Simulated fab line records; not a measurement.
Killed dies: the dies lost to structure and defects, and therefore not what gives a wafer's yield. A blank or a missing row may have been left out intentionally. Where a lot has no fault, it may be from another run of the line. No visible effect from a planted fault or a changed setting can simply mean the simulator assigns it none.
Split-lot experiment + flow n5_finfet + 39 wafers read from 7 lots, route of 1938 steps

ABOUT THE SPLIT
At N5_BEOL_M0_SAQP_ETCH_84 (etches SOC in N2/H2, target depth 100 nm, overetch 20 nm, time 150 s), the setting time_s was moved away from the recipe's 150 s on 15 of the 39 wafers read, by -46.2% to +49.1%. All remaining wafers had this setting at the recipe value.

FROM SPLIT TO READING: 1 step shown by the file between the two
- N5_BEOL_M0_SAQP_STRIP_80: strips in N2/H2

THE READING
SiARC_of_BEOL_M0_SAQP_COAT_82.thk_nm (the simulator's own value, which no gauge read), in nm, at N5_BEOL_M0_SAQP_HM_OPEN_112 (chemistry CHF3/O2, target SiO2, stops on a-Si, target depth 12 nm, time 13.5 s). The file gives no usual value for it. Average 5.1 nm, standard deviation 0.48 nm, over the 24 wafers here run with the recipe.

| wafer  | tool, chamber at the split | time_s as run, s | against the recipe | SiARC_of_BEOL_M0_SAQP_COAT_82.thk_nm, nm | against lot-mates on the recipe |
|--------|----------------------------|------------------|--------------------|------------------------------------------|---------------------------------|
| L074.1 | rie_diel-02, 2             | 150              | recipe             | 5.8                                      | -                               |
| L074.2 | rie_diel-02, 3             | 150              | recipe             | 6                                        | -                               |
| L074.3 | rie_diel-02, 1             | 201.5            | +34.3%             | 4                                        | -1.7                            |
| L074.6 | rie_diel-02, 1             | 201.5            | +34.3%             | 4                                        | -1.7                            |
| L074.4 | rie_diel-02, 0             | 150              | recipe             | 5.4                                      | -                               |
| L074.5 | rie_diel-02, 0             | 201.5            | +34.3%             | 3.4                                      | -2.3                            |
| L078.1 | rie_diel-06, 1             | 150              | recipe             | 5.8                                      | -                               |
| L078.4 | rie_diel-06, 0             | 150              | recipe             | 4.8                                      | -                               |
| L078.6 | rie_diel-06, 3             | 150              | recipe             | 5                                        | -                               |
| L079.1 | rie_diel-05, 2             | 121.3            | -19.1%             | 6.2                                      | +0.7                            |
| L079.2 | rie_diel-05, 1             | 150              | recipe             | 5.6                                      | -                               |
| L079.3 | rie_diel-05, 3,1           | 150              | recipe             | 5.4                                      | -                               |
| L079.4 | rie_diel-05, 3,1           | 150              | recipe             | 5.4                                      | -                               |
| L079.5 | rie_diel-05, 3             | 121.3            | -19.1%             | 6.8                                      | +1.3                            |
| L079.6 | rie_diel-05, 2             | 121.3            | -19.1%             | 5.8                                      | +0.3                            |
| L080.1 | rie_diel-02, 2             | 117.1            | -21.9%             | 6.8                                      | +1.7                            |
| L080.2 | rie_diel-02, 1             | 150              | recipe             | 5.8                                      | -                               |
| L080.3 | rie_diel-02, 3             | 117.1            | -21.9%             | 7                                        | +1.9                            |
| L080.4 | rie_diel-02, 0             | 150              | recipe             | 4.8                                      | -                               |
| L080.5 | rie_diel-02, 0             | 150              | recipe             | 4.8                                      | -                               |
| L080.6 | rie_diel-02, 1             | 117.1            | -21.9%             | 7.2                                      | +2.1                            |
| L085.1 | rie_diel-05, 0,2           | 150              | recipe             | 4.6                                      | -                               |
| L085.4 | rie_diel-05, 0             | 150              | recipe             | 4.6                                      | -                               |
| L085.2 | rie_diel-05, 0,2           | 150              | recipe             | 5                                        | -                               |
| L085.6 | rie_diel-05, 2             | 150              | recipe             | 5                                        | -                               |
| L085.3 | rie_diel-05, 1             | 150              | recipe             | 5.4                                      | -                               |
| L085.5 | rie_diel-05, 1             | 150              | recipe             | 5.4                                      | -                               |
| L091.1 | rie_diel-05, 0             | 150              | recipe             | 4.2                                      | -                               |
| L091.2 | rie_diel-05, 2             | 223.7            | +49.1%             | 1.6                                      | -3.0                            |
| L091.4 | rie_diel-05, 3,0           | 223.7            | +49.1%             | 1.6                                      | -3.0                            |
| L091.3 | rie_diel-05, 1             | 150              | recipe             | 5                                        | -                               |
| L091.5 | rie_diel-05, 3,0           | 223.7            | +49.1%             | 1.4                                      | -3.2                            |
| L091.6 | rie_diel-05, 3             | 150              | recipe             | 4.6                                      | -                               |
| L093.1 | rie_diel-02, 3             | 150              | recipe             | 4.4                                      | -                               |
| L093.2 | rie_diel-02, 0             | 150              | recipe             | 4.8                                      | -                               |
| L093.3 | rie_diel-02, 1             | 150              | recipe             | 5.4                                      | -                               |
| L093.4 | rie_diel-02, 2             | 80.74            | -46.2%             | 8.2                                      | +3.3                            |
| L093.5 | rie_diel-02, 1             | 80.74            | -46.2%             | 8                                        | +3.1                            |
| L093.6 | rie_diel-02, 0             | 80.74            | -46.2%             | 7.6                                      | +2.7                            |
The file does not say which wafer passed through which chamber wherever a row lists several chambers: such a row stands for several wafers.

FIT RESULTS
A straight line over all 39 wafers: SiARC_of_BEOL_M0_SAQP_COAT_82.thk_nm changes by -0.0631 nm for each +1% of time_s; r = -0.94; the points scatter about the line by 0.52 nm.
The same after taking each lot's own level away (the mean of its wafers on the recipe; 39 wafers): -0.0631 nm for each +1%; r = -0.97; scatter 0.38 nm.
The reading moves by 3.1 nm for the largest change in time_s, on that fit.
Measured against the standard deviation above, the lots' own levels, which go from 4.60 to 5.73 nm, span 2.4 times it.
Hence the lot-to-lot level has little effect on the slope; both slopes agree.
Check: with one of the wafers moved furthest among these (+49.1%) left out of the fit, the line predicts -3.07 nm for it against its lot-mates. It came out at -3 nm against them.

THE OTHER SPLITS THESE WAFERS WENT THROUGH
Note: prior to the reading, these wafers also went through further splits. Each is held against what the fit with the lots' levels taken away leaves over:
| other split on the same wafers | wafers away from the commonest value | r with SiARC_of_BEOL_M0_SAQP_COAT_82.thk_nm (lot level and that fit taken away) |
|--------------------------------|--------------------------------------|---------------------------------------------------------------------------------|
| N5_FIN_SAQP_HM_DEP_72 time_s   | 15                                   | -0.28                                                                           |
| N5_SD_EPI_P_DESCUM_14 time_s   | 18                                   | +0.14                                                                           |
| N5_HKMG_FIN_ALD_91 ald_cycles  | 15                                   | -0.07                                                                           |

THE WHOLE CHAIN: every reading that the file lists as answering this split, in the file's order
| step                                | what it does                                                                       | reading                                                                               | change (the file's fit)                                                              | r (the file's) |
|-------------------------------------|------------------------------------------------------------------------------------|---------------------------------------------------------------------------------------|--------------------------------------------------------------------------------------|----------------|
| N5_BEOL_M0_SAQP_ETCH_84             | etches SOC in N2/H2, target depth 100 nm, overetch 20 nm, time 150 s               | etch.depth_nm (the simulator's own value, which no gauge read)                        | not straight: 64.55 at the lowest setting, 100.1 at the recipe, 100.3 at the highest | not given      |
| N5_BEOL_M0_SAQP_ETCH_84             | etches SOC in N2/H2, target depth 100 nm, overetch 20 nm, time 150 s               | SiARC_of_BEOL_M0_SAQP_COAT_82.thk_nm (the simulator's own value, which no gauge read) | -0.0579 nm for each +1% of the setting                                               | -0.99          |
| N5_BEOL_M0_SAQP_HM_OPEN_112         | chemistry CHF3/O2, target SiO2, stops on a-Si, target depth 12 nm, time 13.5 s     | SiARC_of_BEOL_M0_SAQP_COAT_82.thk_nm (the simulator's own value, which no gauge read) | -0.0631 nm for each +1% of the setting                                               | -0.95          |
| N5_BEOL_M0_SAQP_MANDREL_ETCH_20     | etches a-Si in HBr/Cl2, stops on SiNx, target depth 60 nm, bt time 10 s, time 30 s | oes_product_au                                                                        | not straight: 0.319 at the lowest setting, 0.769 at the recipe, 0.782 at the highest | not given      |
| N5_BEOL_M0_SAQP_MANDREL1_REMOVE_100 | chemistry HBr/Cl2/O2, target a-Si, stops on SiNx, bt time 10 s                     | oes_product_au                                                                        | not straight: 0.380 at the lowest setting, 1.004 at the recipe, 0.987 at the highest | not given      |

THE FILE'S OWN FIT
SiARC_of_BEOL_M0_SAQP_COAT_82.thk_nm changes by -0.0631 nm for each +1% of time_s, r = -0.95.
